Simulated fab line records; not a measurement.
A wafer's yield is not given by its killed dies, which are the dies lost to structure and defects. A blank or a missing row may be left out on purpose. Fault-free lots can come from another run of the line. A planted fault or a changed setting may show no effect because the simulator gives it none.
Split-lot trial | flow n5-finfet | 21 wafers read across 7 lots, on a route 1938 steps long

## ON THE SPLIT
At N5_MOL_CONTACT_COAG_COAT_64 (time 60 s, resist thk 10 nm), the setting spin-rpm was moved away from the recipe's 1500 rpm on 6 of the 21 wafers read, by -6.2% to +6.6%. All remaining wafers had this setting at the recipe value.

## FROM THE SPLIT TO THE READING: what the file shows between them, 3 steps
- N5_MOL_CONTACT_COAG_COAT_34: resist thk 40 nm
- N5_MOL_CONTACT_COAG_EBR_36
- N5_MOL_CONTACT_COAG_DESCUM_45: chemistry O2, time 7 s

## THE READING
etch.depth-nm (the simulator's own value, which no gauge read), in nm, at N5_MOL_CONTACT_COAG_ETCH_65 (etches underlayer in N2/H2, target depth 13 nm, time 10.4 s). The file does not state a usual value for it. Across the 15 wafers here that went through the recipe, the average is 9.994 nm and the standard deviation 0.029 nm.

wafer  | tool, chamber at the split | spin-rpm as run, rpm | against the recipe | etch.depth-nm, nm | against lot-mates on the recipe
L079.1 | litho-track-02, 0          | 1423                 | -5.1%              | 10.29             | +0.280
L079.6 | litho-track-02, 0          | 1423                 | -5.1%              | 10.29             | +0.280
L079.5 | litho-track-02, 0          | 1500                 | recipe             | 10.01             | -
L084.4 | litho-track-02, 0          | 1407                 | -6.2%              | 10.3              | +0.303
L084.5 | litho-track-02, 0          | 1500                 | recipe             | 9.993             | -
L084.6 | litho-track-02, 0          | 1500                 | recipe             | 10                | -
L087.2 | litho-track-02, 0          | 1500                 | recipe             | 9.975             | -
L087.4 | litho-track-02, 0          | 1586                 | +5.7%              | 9.698             | -0.275
L087.5 | litho-track-02, 0          | 1500                 | recipe             | 9.971             | -
L089.1 | litho-track-02, 0          | 1500                 | recipe             | 9.975             | -
L089.3 | litho-track-02, 0          | 1585                 | +5.7%              | 9.722             | -0.242
L089.6 | litho-track-02, 0          | 1500                 | recipe             | 9.952             | -
L091.3 | litho-track-05, 0          | 1599                 | +6.6%              | 9.654             | -0.322
L091.4 | litho-track-05, 0          | 1500                 | recipe             | 9.974             | -
L091.6 | litho-track-05, 0          | 1500                 | recipe             | 9.979             | -
L092.2 | litho-track-04, 0          | 1500                 | recipe             | 9.985             | -
L092.4 | litho-track-04, 0          | 1500                 | recipe             | 9.971             | -
L092.6 | litho-track-04, 0          | 1500                 | recipe             | 9.99              | -
L093.3 | litho-track-05, 0          | 1500                 | recipe             | 10.05             | -
L093.6 | litho-track-05, 0          | 1500                 | recipe             | 10.05             | -
L093.5 | litho-track-05, 0          | 1500                 | recipe             | 10.04             | -

FIT RESULTS
A straight line over all 21 wafers: etch.depth-nm changes by -0.0522 nm for each +1% of spin-rpm; r = -0.99; the points scatter about the line by 0.028 nm.
The same after taking each lot's own level away (the mean of its wafers on the recipe; 21 wafers): -0.0493 nm for each +1%; r = -1.00; scatter 0.013 nm.
According to that fit, moving spin-rpm by its largest amount changes the reading by 0.33 nm.
The span of the lots' own levels, 9.9635 to 10.0467 nm, comes to 2.8 times the standard deviation stated above.
The two slopes agree, so the slope changes little with the lot-to-lot level.
Check: -0.32 nm against its lot-mates is what the line predicts for one of the wafers moved furthest among these (+6.6%) when that wafer is left out of the fit. Against them it came out at -0.322 nm.

## FURTHER SPLITS ON THESE WAFERS
Other splits were also applied to these wafers ahead of the reading. Each is held against what the fit with the lots' levels taken away leaves over:
other split on the same wafers                    | wafers away from the commonest value | r with etch.depth-nm (lot level and that fit taken away)
N5_ZERO_LAYER_EXPOSE_08 dose-mj                   | 7                                    | -0.22
N5_WELL_APT_COAT_02 spin-rpm                      | 9                                    | -0.14
N5_PMOS_HMC_CHANNEL_EPI_PEB_07 peb-temp-c         | 6                                    | -0.03
N5_PMOS_HMC_CHANNEL_EPI_DEVELOP_08 develop-time-s | 8                                    | -0.13
N5_DUMMY_GATE_HM_DEP_06 time-s                    | 18                                   | +0.23
N5_SD_EPI_N_ETCH_16 target-depth-a                | 8                                    | -0.40
N5_ILD0_CMP_03 down-force-psi                     | 5                                    | -0.21
N5_GATE_CUT_ETCH_56 icp-w                         | 9                                    | -0.02
N5_MOL_CONTACT_COAG_ETCH_106 source-w             | 6                                    | +0.07
N5_MOL_CONTACT_COAG_STRIP_108 temp-c              | 6                                    | +0.16

## THE WHOLE CHAIN: every reading that the file lists as answering this split, in the file's order
step                        | what it does                                                | reading                                                                                        | change (the file's fit)                | r (the file's)
N5_MOL_CONTACT_COAG_COAT_64 | time 60 s, resist thk 10 nm                                 | underlayer_of_MOL_CONTACT_COAG_COAT_64.thk-nm (the simulator's own value, which no gauge read) | -0.0552 nm for each +1% of the setting | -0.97
N5_MOL_CONTACT_COAG_ETCH_65 | etches underlayer in N2/H2, target depth 13 nm, time 10.4 s | etch.depth-nm (the simulator's own value, which no gauge read)                                 | -0.0484 nm for each +1% of the setting | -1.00

## FILE'S OWN FIT
etch.depth-nm changes by -0.0484 nm for each +1% of spin-rpm, r = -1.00.
